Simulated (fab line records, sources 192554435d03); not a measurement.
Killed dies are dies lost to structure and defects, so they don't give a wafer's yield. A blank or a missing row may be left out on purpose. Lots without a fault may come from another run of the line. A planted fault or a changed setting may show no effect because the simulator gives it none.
Chamber matching | flow n5_finfet | N5_BEOL_M8_ETCH_65 on rie_diel-02: 4 sister chambers
The step etches SiARC in CF4, target depth 15.6 nm, time 26 s. 4 wafers are shown with their chamber, then 7 later ones without.

WAFERS WITH THEIR CHAMBER
wafer  | chamber | showerhead_plenum_p_Torr (Torr)
L079.4 | 2       | 2.03
L081.6 | 0       | 2.26
L088.3 | 3       | 2.22
L088.4 | 1       | 2.07

WAFERS WITHOUT THEIR CHAMBER
wafer  | showerhead_plenum_p_Torr (Torr)
L088.5 | 2.25
L091.2 | 2.22
L091.3 | 2.07
L091.4 | 2.02
L096.3 | 2.21
L096.4 | 2.24
L096.5 | 2.21

WHICH CHAMBER EACH WENT THROUGH
wafer  | from the rows above     | in truth
L088.5 | can't be placed: 0 or 3 | 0
L091.2 | 3                       | 3
L091.3 | 1                       | 1
L091.4 | 2                       | 2
L096.3 | 3                       | 3
L096.4 | can't be placed: 0 or 3 | 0
L096.5 | 3                       | 3
Placed correctly: 5 of 7. Can't be placed from these rows: 2 (the true chamber is among the candidates in 2). Placed wrongly: 0.
How it was worked out, from the rows above alone: a wafer's distance from a chamber is the root of the sum, over the readings, of the square of ((its reading less the chamber's mean) divided by the reading's scatter). The wafer belongs to the nearest chamber; if the next one is less than 2 further off, it can't be placed. A chamber's mean is the mean of its shown wafers. The scatter: with one shown wafer a chamber, the root of the mean of the squares of how far each hidden wafer lies from its nearest shown one.
